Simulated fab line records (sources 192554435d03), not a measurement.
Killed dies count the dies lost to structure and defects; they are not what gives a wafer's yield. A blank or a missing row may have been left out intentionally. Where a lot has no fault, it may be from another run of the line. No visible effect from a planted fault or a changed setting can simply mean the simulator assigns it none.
Which tool is to blame? | flow n5Finfet | 19 wafers from 7 lots sampled at 7 of the route's 1938 steps

WHAT THE GAUGES READ, wafer by wafer
N5_BEOL_M4_OCD_MEAS_38.
lot  | measured     | on     | trenchDepthNm (nm)
L418 | day 8 09:01  | ocd-01 | 54.3 56.2 56.8
L421 | day 8 22:07  | ocd-01 | 56.3 54.4 56.6
L431 | day 11 10:53 | ocd-01 | 24.9 55.4
L432 | day 11 17:50 | ocd-02 | 16.5 54.4
L433 | day 11 21:13 | ocd-01 | 55.2 55.3 55.0
L437 | day 13 12:36 | ocd-01 | 54.2 56.2 55.2
L439 | day 13 13:53 | ocd-02 | 56.4 56.1 56.8

WHAT TOOL EACH LOT RAN ON (gives the tool, then ch and the chambers of the sampled wafers, and finally the start)
lot  | N5_BEOL_M4_HM_DEP_02        | N5_BEOL_M4_DESCUM_16              | N5_BEOL_M4_ETCH_74                | N5_BEOL_M4_STRIP_66               | N5_BEOL_M4_HM_OPEN_17            | N5_BEOL_M4_ETCHBACK_99
L418 | pvdSputter-01, day 8 03:36  | rieDiel-02 ch 0,3, day 8 04:16    | rieDiel-02 ch 0,3, day 8 04:17    | rieDiel-02 ch 0,3, day 8 04:28    | rieMetal-03 ch 1, day 8 04:31    | rieDiel-01 ch 0,2,3, day 8 08:37
L421 | pvdSputter-01, day 8 17:34  | rieDiel-01 ch 2,3, day 8 18:14    | rieDiel-01 ch 2,3, day 8 18:16    | rieDiel-01 ch 2,3, day 8 18:26    | rieMetal-01 ch 0,1, day 8 18:29  | rieDiel-06 ch 0,1,3, day 8 21:43
L431 | pvdSputter-01, day 11 08:01 | rieDiel-02 ch 2,3, day 11 08:38   | rieDiel-02 ch 2,3, day 11 08:39   | rieDiel-02 ch 2,3, day 11 08:50   | rieMetal-03 ch 0,1, day 11 08:55 | rieDiel-02 ch 0,1, day 11 10:30
L432 | pvdSputter-01, day 11 13:52 | rieDiel-06 ch 0,2, day 11 14:23   | rieDiel-06 ch 0,2, day 11 14:26   | rieDiel-06 ch 0,2, day 11 14:36   | rieMetal-03 ch 1, day 11 14:39   | rieDiel-06 ch 2,3, day 11 17:26
L433 | pvdSputter-03, day 11 17:58 | rieDiel-06 ch 1,2,3, day 11 18:40 | rieDiel-06 ch 1,2,3, day 11 18:42 | rieDiel-06 ch 1,2,3, day 11 18:53 | rieMetal-02 ch 0,1, day 11 18:55 | rieDiel-01 ch 0,3, day 11 20:49
L437 | pvdSputter-03, day 13 07:16 | rieDiel-06 ch 0,1,2, day 13 08:26 | rieDiel-06 ch 0,1,2, day 13 08:28 | rieDiel-06 ch 0,1,2, day 13 08:39 | rieMetal-03 ch 0,1, day 13 08:41 | rieDiel-02 ch 0,2,3, day 13 12:12
L439 | pvdSputter-02, day 13 10:37 | rieDiel-06 ch 1,2,3, day 13 11:08 | rieDiel-06 ch 1,2,3, day 13 11:10 | rieDiel-06 ch 1,2,3, day 13 11:21 | rieMetal-01 ch 0,1, day 13 11:25 | rieDiel-01 ch 0,2, day 13 13:29
- N5_BEOL_M4_HM_DEP_02: deposits TiN, target thk 20 nm.
- N5_BEOL_M4_DESCUM_16: chemistry O2, time 7 s.
- N5_BEOL_M4_ETCH_74: etches underlayer in N2/H2, target depth 6.5 nm, time 5.2 s.
- N5_BEOL_M4_STRIP_66: strips in CF4.
- N5_BEOL_M4_HM_OPEN_17: chemistry Cl2/BCl3, target TiN, target depth 20 nm, overetch 6 nm.
- N5_BEOL_M4_ETCHBACK_99: etches SiO2 in CHF3, target depth 5 nm, time 10.4 s.

THE ANSWER, worked out from the rows above alone
Rule: what is usual is taken from the lots themselves. Put in order of their means at a reading, lots are off if they are a third of the lots or fewer, leave a main group of 4 or more, and stand apart from it by a gap of 3 or more times the standard deviation of the main group's means; of several such gaps the widest counts. If all means in a main group match to the digits the tables above print for the reading, that group is not used. Also off: a lot with no number at a reading for which 4 or more lots have one. Any other lot the step has rows for is counted as sound.
Off: L431, L432 (N5_BEOL_M4_OCD_MEAS_38, trenchDepthNm). Main group: mean 55.7 nm, sd 0.46.
A tool fits if, at a process step before that reading, it ran every lot that is off, and no sound lot after the first of them. Those tools and the gauges at N5_BEOL_M4_OCD_MEAS_38 are tried in the same way. One candidate fits, namely pvdSputter-01 at N5_BEOL_M4_HM_DEP_02. Its last sound lot is L421 (day 8 17:34), its first lot that is off L431 (day 11 08:01): a fault that began between those two fits.

WHAT HAD BEEN PUT IN BY THE SIMULATOR
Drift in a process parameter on pvdSputter-01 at N5_BEOL_M4_HM_DEP_02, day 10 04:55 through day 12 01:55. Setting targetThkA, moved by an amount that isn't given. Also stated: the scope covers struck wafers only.
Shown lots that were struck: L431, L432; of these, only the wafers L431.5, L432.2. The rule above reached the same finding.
